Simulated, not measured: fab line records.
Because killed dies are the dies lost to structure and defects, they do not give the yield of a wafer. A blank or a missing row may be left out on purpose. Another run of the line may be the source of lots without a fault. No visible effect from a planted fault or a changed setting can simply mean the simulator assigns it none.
A lot that was struck, set against a sound lot	flow n5_finfet	29 out of 1938 route steps
Sound: these wafers, L448.2, L448.4, L448.5. Wafers L459.2, L459.3, L459.5 were the ones struck. The cause is given at the end.
Each step with rows lists, per side, the tool, then ch with its chambers, then its first start. Under that, the readings that differ: sound wafers	struck wafers	difference of the means	sigmas: that difference in standard deviations of wafers without a fault.
alike: readings with means less than 2 such deviations apart, plus words and numbers identical on both sides. not compared: withheld readings, readings lacking a value on some wafer, bounds such as >300 that could conceal the same value, and numbers that have no deviation in the record and whose values overlap.
A row with sigmas, a row that says differs or no value, or rows on one side alone: a step with any of these is where the two part. Numbers that don't overlap but have no deviation are shown without sigmas and don't part them. Lack of a reading on every wafer of one side parts them only where that side has two or more wafers.

first, 5 steps without rows for these wafers: N5_BEOL_M9_ETCH_76 (etches underlayer in N2/H2, target depth 6.5 nm, time 5.2 s); N5_BEOL_M9_ETCH_65 (etches SiARC in CF4, target depth 15.6 nm, time 26 s); N5_BEOL_M9_ETCH_66 (etches SOC in N2/H2, target depth 80 nm, overetch 16 nm, time 120 s); N5_BEOL_M9_STRIP_69 (strips in N2/H2); N5_BEOL_M9_STRIP_77 (strips in N2/H2).
N5_BEOL_M9_VIA_ETCH_34: etches SiCOH lowk in C4F6/O2, target depth 182.4 nm, time 68.4 s.
  sound on rie_diel-03 ch 0,1,3, day 11 02:49; struck on rie_diel-03 ch 0,1, day 13 07:48
  alike: drypump_motor_current_A, oes_product_au, rf_vpp_V, showerhead_plenum_p_Torr, throttle_valve_pct
  not compared: rf_hours_counter_h
then, 2 steps without rows for these wafers: N5_BEOL_M9_STRIP_73 (strips in C4F6/O2); N5_BEOL_M9_STRIP_36 (strips in N2/H2).
N5_BEOL_M9_TRENCH_ETCH_37: etches SiCOH lowk in C4F6/O2, target depth 151.43 nm, time 49 s.
  sound: rie_diel-03 ch 0,1,3; struck: rie_diel-03 ch 0,1
  alike: drypump_motor_current_A, oes_product_au, rf_vpp_V, showerhead_plenum_p_Torr, throttle_valve_pct
  not compared: rf_hours_counter_h
N5_BEOL_M9_ETCH_41: etches SiCN in CH3F/O2, target depth 36.6 nm, time 70.1 s.
  sound: rie_diel-03 ch 0,1,3; struck: rie_diel-03 ch 0,1
  alike: drypump_motor_current_A, oes_product_au, rf_vpp_V, showerhead_plenum_p_Torr, throttle_valve_pct
  not compared: rf_hours_counter_h
N5_BEOL_M9_STRIP_80: strips in N2/H2, time 10 s.
  sound: rie_diel-03 ch 0,1,3; struck: rie_diel-03 ch 0,1
  alike: bias_power_w, chamber_pressure_mTorr, drypump_motor_current_A, h2_flow_sccm, oes_product_au, rf_vpp_V, showerhead_plenum_p_Torr, throttle_valve_pct
  not compared: rf_hours_counter_h
N5_BEOL_M9_OCD_MEAS_38:
  sound on ocd-02, day 11 03:06; struck on ocd-01, day 13 08:05
  alike: trench_depth_nm
N5_BEOL_M9_HM_STRIP_39: strips TiN in peroxide tin strip, target depth 25 nm, time 158 s.
  sound on wet_bench-02 ch 5,6,7, day 11 03:08; struck on wet_bench-02 ch 1,2,5, day 13 08:07
  no value came back on the struck wafers for bath_guard_temp_C (C), bath_heat_duty_pct (%); on the sound wafers bath_guard_temp_C (C) reads 49.5 50.3 49.4
reading	sound	struck	difference	sigmas
model.TiN_of_BEOL_M9_HM_DEP_02.thk_nm (nm)	0 0 0	15.8 15.8 15.8	+15.8	
then, 1 step without rows for these wafers: N5_BEOL_M9_SRD_40 (time 30 s).
N5_BEOL_M9_PRECLEAN_42: cleans in residue remover, time 60 s.
  sound on wet_bench-02 ch 5,6,7, day 11 03:11; struck on wet_bench-02 ch 1,2,5, day 13 08:11
reading	sound	struck	difference	sigmas
model.TiN_of_BEOL_M9_HM_DEP_02.thk_nm (nm)	0 0 0	4.8 4.8 4.8	+4.8	
then, 1 step without rows for these wafers: N5_BEOL_M9_SRD_43 (time 30 s).
N5_BEOL_M9_CD_MEAS_35: target cd 70 nm, target cd y 40 nm.
  sound on cd_sem-01, day 11 03:15; struck on cd_sem-03, day 13 08:14
  alike: cd_nm
then, 4 steps without rows for these wafers: N5_BEOL_M9_CURE_72 (cures SiCOH lowk, time 120 s); N5_BEOL_M9_DEGAS_44 (time 60 s); N5_BEOL_M9_PRE_CLEAN_45 (time 30 s); N5_BEOL_M9_ALD_74 (deposits TaN, target thk 2 nm, pulse time 2 s, purge time 3 s).
N5_BEOL_M9_SURFACE_TREAT_79:
  sound on pvd_sputter-02, day 11 04:50; struck on pvd_sputter-03, day 13 10:07
  not compared: pressure_mtorr, throttle_valve_pct
then, 4 steps without rows for these wafers: N5_BEOL_M9_CVD_78 (deposits Co from CCTBA/H2, target thk 2 nm, time 138.9 s); N5_BEOL_M9_SPUTTER_48 (material Cu, target thk 12 nm, time 2 s); N5_BEOL_M9_ECD_50 (material Cu, target thk 318 nm); N5_BEOL_M9_ANNEAL_51 (time 90 s).
N5_BEOL_M9_CMP_52: polishes, stops on SiCOH lowk, t overpolish 7 s, target thk 140 nm.
  sound on cmp-01 ch 0,2, day 11 05:59; struck on cmp-02 ch 0,1,2, day 13 11:07
reading	sound	struck	difference	sigmas
barrier_field_endpoint_s (s)	29.7 29.8 29.8	35.0 33.3 35.1	+4.7	+6
  alike: clearing_platen_down_force_psi, edge_zone_pressure_frac, motor_current_A
N5_BEOL_M9_THK_MEAS_53: measures by xrf.
  sound on film_metro-02, day 11 06:15; struck on film_metro-01, day 13 11:22
  alike: M9_THK
next, for these wafers, 1 step has no rows: N5_PASSIVATION_PROBE_49.

== WHERE THEY PART ==
Earliest at N5_BEOL_M9_HM_STRIP_39; latest, in this record, at N5_BEOL_M9_CMP_52. Later steps at which nothing parts them and some readings are alike: N5_BEOL_M9_THK_MEAS_53.

WHY: the cause the simulator had injected
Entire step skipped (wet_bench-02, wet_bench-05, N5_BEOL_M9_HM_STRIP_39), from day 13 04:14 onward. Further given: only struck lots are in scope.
